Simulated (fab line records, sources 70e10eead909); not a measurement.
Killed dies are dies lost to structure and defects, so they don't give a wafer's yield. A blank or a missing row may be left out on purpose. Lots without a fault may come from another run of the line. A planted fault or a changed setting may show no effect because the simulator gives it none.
fab line records | flow nand_harc
record lots=5 wafers=15 last_day=33
route steps=1302 shown A_DECK1_JOINT@518
lots that met no fault: from a run of the same line without faults
start_h: hours from the record's first day to the start of the lot's first wafer shown | wait_h: hours since the lot's step before | " the same as in the row above | L1.1+2: a row that stands for several wafers | - no value, or no start given | * or withheld: withheld | < > ~ a bound
route shown NAME@n: a module of which the file shows steps, and the number in the route of the first | usual: mean/standard deviation of fault-free wafers | same: alike in all rows | chamber/n: place in a boat | sites: the reading at each site | _std_site: their standard deviation | _edge_site: outer sites' mean less inner sites' | radius_mm: how far each site lies from the wafer's centre | mask NAME#n: copy n | behind: the tool/chamber that last shaped the wafer | hold: why the lot was held/for how many hours/how that ended | device: the transistor (n, p or np) that didn't switch | end of line: the same wafers' tests at the end of the route | a step without rows: its recipe alone | killed: dies lost to structure and defects at the first sort, not the wafer's yield | map: a wafer's dies, x killed, . not, _ none there
set.NAME: the setting as run; set.NAME@STEP: as run at that earlier step | model.NAME: the simulator's own value behind a step, which no gauge read
lots at some steps of the route; a table a step, a row a wafer
services: from which hour (start_h, from the record's first day; less than 0 if before it) a tool's chamber was out of use, for how many hours, and why
## steps
# step NHARC_A_DECK1_JOINT_ETCHBACK_07
# recipe target_depth_a=1050 time_s=26.9 hbr_flow_sccm=150 rf_w=350 icp_w=350 bias_w=60 chemistry=HBr
# usual bias_w=60.02/0.17 drypump_motor_current_A=5.7/0.45 oes_product_au=1.000/0.01 throttle_valve_pct=23.266/0.0089
# columns lot.wafer tool chamber start_h wait_h bias_w drypump_motor_current_A oes_product_au rf_hours_counter_h throttle_valve_pct
L175.3 rie_si-03 2 234.86 0.1 60.04 5.0 1.007 0.0 23.268
L175.4 " 3 " " 60.34 6.2 1.009 0.0 23.275
L175.1 " 0 " " 60.08 5.3 0.991 0.0 23.270
L178.4 rie_si-05 2 275.04 0.1 59.79 6.2 1.000 0.7 23.264
L178.2 " 3 " " 60.05 5.6 0.992 0.7 23.264
L178.6 " 1 " " 59.94 5.2 1.004 - 23.260
L188.2 rie_si-03 3 383.01 0.1 60.24 6.2 1.006 1.0 23.266
L188.6 " 3 " " 59.92 6.2 1.005 - 23.260
L188.5 " 1 " " 60.09 5.8 1.000 - 23.276
L197.2 rie_si-04 0 452.45 0.1 59.89 6.4 0.984 0.7 23.286
L197.3 " 3 " " 60.10 6.2 0.998 0.7 23.276
L197.5 " 0 " " 60.26 6.4 0.988 - 23.259
L196.4 rie_si-05 1 455.60 0.1 60.06 5.2 1.009 0.9 23.267
L196.2 " 0 " " 60.07 5.2 0.991 0.8 23.262
L196.5 " 1 " " 60.22 5.2 1.002 - 23.263
# step NHARC_A_DECK1_JOINT_ETCH_25
# recipe target_depth_a=5 chemistry=dHF material=SiO2
# step NHARC_A_DECK1_JOINT_ETCH_19
# recipe temp_c=25 target_depth_a=30 chemistry=TMAH material=poly-Si
# step NHARC_A_DECK1_JOINT_ETCH_18
# recipe target_depth_a=30 chemistry=dHF material=SiO2
# step NHARC_A_DECK1_JOINT_WET_08
# recipe temp_c=160 time_s=86 chemistry=H3PO4
# step NHARC_A_DECK1_JOINT_ETCH_09
# recipe target_depth_a=50 chemistry=dHF material=SiO2
# step NHARC_A_DECK1_JOINT_WET_10
# recipe temp_c=160 time_s=86 chemistry=H3PO4
# step NHARC_A_DECK1_JOINT_ETCH_11
# recipe target_depth_a=350 chemistry=dHF material=SiO2
# step NHARC_A_DECK1_JOINT_CVD_12
# recipe target_thk_a=900 temp_c=620 pressure_mtorr=200 time_s=1800 material=poly-Si
# step NHARC_A_DECK1_JOINT_CMP_13
# recipe target_thk_nm=51.023
# usual motor_current_A=12.0/1.3 time_to_endpoint_s=9.0/2.6
# columns lot.wafer tool chamber start_h wait_h motor_current_A time_to_endpoint_s
L175.4 cmp-01 1 245.01 0.4 12.9 13.0
L175.3 " 3 " " 10.4 13.0
L175.1 " 0 " " 13.4 14.8
L178.2 cmp-02 3 285.21 0.4 12.7 8.9
L178.4 " 1 " " 12.8 9.0
L178.6 " 2 " " 12.5 5.0
L188.2 cmp-02 2 393.46 0.4 11.6 8.9
L188.6 " 2 " " 11.4 7.8
L188.5 " 3 " " 12.4 10.7
L197.3 cmp-01 2 466.42 0.4 12.1 8.5
L197.2 " 0 " " 13.5 10.7
L197.5 " 3 " " 10.5 13.3
L196.2 cmp-02 2 466.43 0.4 12.0 10.8
L196.4 " 0 " " 11.0 7.2
L196.5 " 1 " " 12.8 11.0
# step NHARC_A_DECK1_JOINT_THK_MEAS_14
# recipe thk_meas_gauge=ellipsometry
# usual thk_nm=51.2/1.5
# columns lot.wafer tool chamber start_h wait_h thk_nm
L175.1 film_metro-02 - 245.26 0.2 51.6
L175.3 " - " " 51.8
L175.4 " - " " 51.8
L178.2 film_metro-01 - 285.44 0.2 51.5
L178.4 " - " " 52.4
L178.6 " - " " 52.1
L188.2 film_metro-01 - 393.72 0.2 51.1
L188.5 " - " " 51.8
L188.6 " - " " 52.0
L196.2 film_metro-01 - 466.66 0.2 53.0
L196.4 " - " " 48.4
L196.5 " - " " 53.6
L197.2 film_metro-01 - 466.68 0.2 51.0
L197.3 " - " " 50.9
L197.5 " - " " 50.4
# step NHARC_A_DECK1_JOINT_SRD_04
# step NHARC_A_DECK1_JOINT_ETCHBACK_00
# recipe target_depth_a=300 time_s=17.4 hbr_flow_sccm=150 rf_w=350 icp_w=350 bias_w=60 chemistry=HBr
# usual bias_w=59.98/0.17 drypump_motor_current_A=5.8/0.45 oes_product_au=1.000/0.011 throttle_valve_pct=23.266/0.0089
# columns lot.wafer tool chamber start_h wait_h bias_w drypump_motor_current_A oes_product_au rf_hours_counter_h throttle_valve_pct
L175.1 rie_si-05 3 245.40 0.1 59.98 5.6 1.001 0.5 23.265
L175.3 " 0 " " 60.10 5.2 0.973 0.6 23.259
L175.4 " 3 " " 59.94 5.6 0.991 - 23.266
L178.2 rie_si-04 3 285.56 0.1 59.97 6.2 1.012 0.7 23.260
L178.4 " 2 " " 59.97 5.6 0.993 0.8 23.272
L178.6 " 0 " " 59.95 6.5 0.989 - 23.265
L188.2 rie_si-05 2 393.86 0.1 59.78 6.2 1.213 0.5 23.274
L188.6 " 2 " " 60.05 6.2 1.214 - 23.272
L188.5 " 0 " " 59.98 5.2 1.001 - 23.277
L196.2 rie_si-04 2 466.80 0.1 60.12 5.6 0.990 0.7 23.270
L196.4 " 0 " " 59.62 6.4 0.987 0.9 23.277
L196.5 " 1 " " 59.71 6.0 1.016 - 23.259
L197.3 rie_si-03 3 466.83 0.1 59.94 6.2 1.008 0.3 23.268
L197.2 " 0 " " 60.00 5.3 1.013 0.3 23.275
L197.5 " 2 " " 59.95 5.1 1.005 - 23.266
# step NHARC_A_DECK1_JOINT_PRECLEAN_30
# recipe time_s=* temp_c=50 bath_age_min=0 chemistry=SC1
## services
# columns tool chamber start_h hours kind
rie_si-03 - 221.00 9.0 pm
rie_si-05 3 230.74 5.5 repair
cmp-02 - 232.50 4.0 pm
rie_si-05 1 245.32 2.1 repair
rie_si-03 3 264.32 1.9 repair
cmp-02 - 267.61 1.1 repair
cmp-01 - 283.50 4.0 pm
rie_si-05 2 291.42 3.1 repair
cmp-01 - 301.11 0.6 repair
rie_si-05 - 305.00 9.0 pm
rie_si-04 1 318.13 5.5 repair
cmp-02 - 330.50 4.0 pm
rie_si-04 - 342.00 9.0 pm
cmp-01 - 348.53 2.3 repair
cmp-01 - 352.04 4.2 repair
rie_si-05 - 357.82 0.8 repair
rie_si-03 2 377.37 6.9 repair
rie_si-03 0 379.58 3.7 repair
rie_si-05 3 388.86 5.1 repair
rie_si-03 - 398.00 9.0 pm
rie_si-03 3 418.36 5.5 repair
rie_si-04 2 418.75 12.4 repair
cmp-02 - 428.50 4.0 pm
rie_si-04 - 455.52 0.2 repair
## key
first_sign step=NHARC_A_DECK1_JOINT_ETCHBACK_00 reading=oes_product_au direction=up sigmas=20 usual=1.000 struck=1.213
effect none on later readings
met_at NHARC_A_DECK1_JOINT_ETCHBACK_00
struck_wafers L188.2,L188.6
tester_left_out L188
fault kind=process_parameter_drift tool=rie_si-05 chamber=2 onset_h=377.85 steps=NHARC_A_DECK1_JOINT_ETCHBACK_00 channel=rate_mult offset=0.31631 shape=step end_h=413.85
# tester_left_out: of these lots the tester's yield and bins aren't shown, on N5 and GAA mostly nor the transistor test; their killed dies are dies lost to structure and defects alone, not to doping, threshold or leakage, so they don't give the yield
